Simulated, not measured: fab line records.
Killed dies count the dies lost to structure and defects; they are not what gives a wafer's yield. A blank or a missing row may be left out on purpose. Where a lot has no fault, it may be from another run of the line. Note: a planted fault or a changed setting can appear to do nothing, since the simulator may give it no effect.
Chamber matching | flow n5 finfet | rie diel-04 running N5_BEOL_M14_STRIP_37: 4 sister chambers
The step strips in O2. 8 wafers are shown with their chamber, then 11 later ones without.

== WAFERS WITH THEIR CHAMBER ==
wafer  | chamber | drypump motor current A (A) | showerhead plenum p Torr (Torr)
L086.3 | 2       | 5.6                         | 2.02
L086.4 | 3       | 6.2                         | 2.00
L087.1 | 3       | 6.2                         | 1.99
L087.2 | 0       | 6.6                         | 2.13
L087.4 | 2       | 5.6                         | 2.02
L087.5 | 1       | 5.9                         | 2.16
L087.6 | 0       | 6.7                         | 2.13
L088.1 | 1       | 5.9                         | 2.16

== WAFERS WITHOUT THEIR CHAMBER ==
wafer  | drypump motor current A (A) | showerhead plenum p Torr (Torr)
L088.3 | 5.7                         | 2.02
L088.5 | 6.3                         | 2.00
L093.1 | 5.8                         | 2.15
L093.2 | 5.7                         | 2.02
L093.3 | 6.2                         | 1.99
L093.4 | 6.2                         | 1.99
L093.5 | 5.8                         | 2.15
L093.6 | 5.6                         | 2.02
L096.1 | 5.6                         | 2.02
L096.3 | 5.8                         | 2.15
L096.4 | 6.2                         | 1.99

== WHICH CHAMBER EACH WENT THROUGH ==
wafer  | from the rows above | in truth
L088.3 | 2                   | 2
L088.5 | 3                   | 3
L093.1 | 1                   | 1
L093.2 | 2                   | 2
L093.3 | 3                   | 3
L093.4 | 3                   | 3
L093.5 | 1                   | 1
L093.6 | 2                   | 2
L096.1 | 2                   | 2
L096.3 | 1                   | 1
L096.4 | 3                   | 3
Correctly placed: 11 of 11. From these rows, 0 cannot be placed. Wrongly placed: 0.
How it was worked out, from the rows above alone: a wafer's distance from a chamber is the root of the sum, over the readings, of the square of ((its reading less the chamber's mean) divided by the reading's scatter). The wafer belongs to the nearest chamber; if the next one is less than 2 further off, it can't be placed. The mean given for a chamber averages the wafers shown for that chamber. The scatter: take each reading less its chamber's mean, square it, sum over the shown wafers, divide by the number of wafers less the number of chambers, and take the root.
